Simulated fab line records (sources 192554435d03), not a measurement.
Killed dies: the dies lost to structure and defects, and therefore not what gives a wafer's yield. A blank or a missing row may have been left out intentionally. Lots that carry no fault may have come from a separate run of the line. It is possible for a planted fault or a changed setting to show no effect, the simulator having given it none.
Matching of chambers / flow n5 finfet / rie diel-01 running N5_HKMG_FIN_STRIP_34: 4 sister chambers
The step strips in CF4. 8 wafers are shown with their chamber, then 8 later ones without.

WAFERS PAIRED WITH THEIR CHAMBERS
wafer=L085.2; chamber=1; drypump motor current A (A)=5.3; showerhead plenum p Torr (Torr)=1.78
wafer=L090.2; chamber=2; drypump motor current A (A)=6.4; showerhead plenum p Torr (Torr)=1.90
wafer=L090.3; chamber=3; drypump motor current A (A)=4.9; showerhead plenum p Torr (Torr)=1.89
wafer=L090.4; chamber=0; drypump motor current A (A)=4.9; showerhead plenum p Torr (Torr)=1.78
wafer=L093.1; chamber=1; drypump motor current A (A)=5.2; showerhead plenum p Torr (Torr)=1.78
wafer=L093.4; chamber=0; drypump motor current A (A)=4.9; showerhead plenum p Torr (Torr)=1.78
wafer=L093.5; chamber=2; drypump motor current A (A)=6.4; showerhead plenum p Torr (Torr)=1.89
wafer=L094.1; chamber=3; drypump motor current A (A)=4.9; showerhead plenum p Torr (Torr)=1.89

WAFERS WHOSE CHAMBER IS MISSING
wafer=L094.5; drypump motor current A (A)=6.4; showerhead plenum p Torr (Torr)=1.89
wafer=L094.6; drypump motor current A (A)=4.9; showerhead plenum p Torr (Torr)=1.78
wafer=L096.1; drypump motor current A (A)=6.4; showerhead plenum p Torr (Torr)=1.89
wafer=L096.3; drypump motor current A (A)=4.9; showerhead plenum p Torr (Torr)=1.77
wafer=L096.5; drypump motor current A (A)=4.9; showerhead plenum p Torr (Torr)=1.77
wafer=L097.1; drypump motor current A (A)=5.3; showerhead plenum p Torr (Torr)=1.78
wafer=L097.2; drypump motor current A (A)=4.9; showerhead plenum p Torr (Torr)=1.89
wafer=L097.3; drypump motor current A (A)=6.4; showerhead plenum p Torr (Torr)=1.89

WHICH CHAMBER EACH WENT THROUGH
wafer=L094.5; from the rows above=2; in truth=2
wafer=L094.6; from the rows above=0; in truth=0
wafer=L096.1; from the rows above=2; in truth=2
wafer=L096.3; from the rows above=0; in truth=0
wafer=L096.5; from the rows above=0; in truth=0
wafer=L097.1; from the rows above=1; in truth=1
wafer=L097.2; from the rows above=3; in truth=3
wafer=L097.3; from the rows above=2; in truth=2
Correct placement for 8 of the 8. Left unplaced by these rows: 0. 0 placed wrongly.
How it was worked out, from the rows above alone: a wafer's distance from a chamber is the root of the sum, over the readings, of the square of ((its reading less the chamber's mean) divided by the reading's scatter). If the next closest chamber is less than 2 further off than the closest, the wafer can't be placed; otherwise it belongs to the closest. The mean given for a chamber averages the wafers shown for that chamber. The scatter: take each reading less its chamber's mean, square it, sum over the shown wafers, divide by the number of wafers less the number of chambers, and take the root.
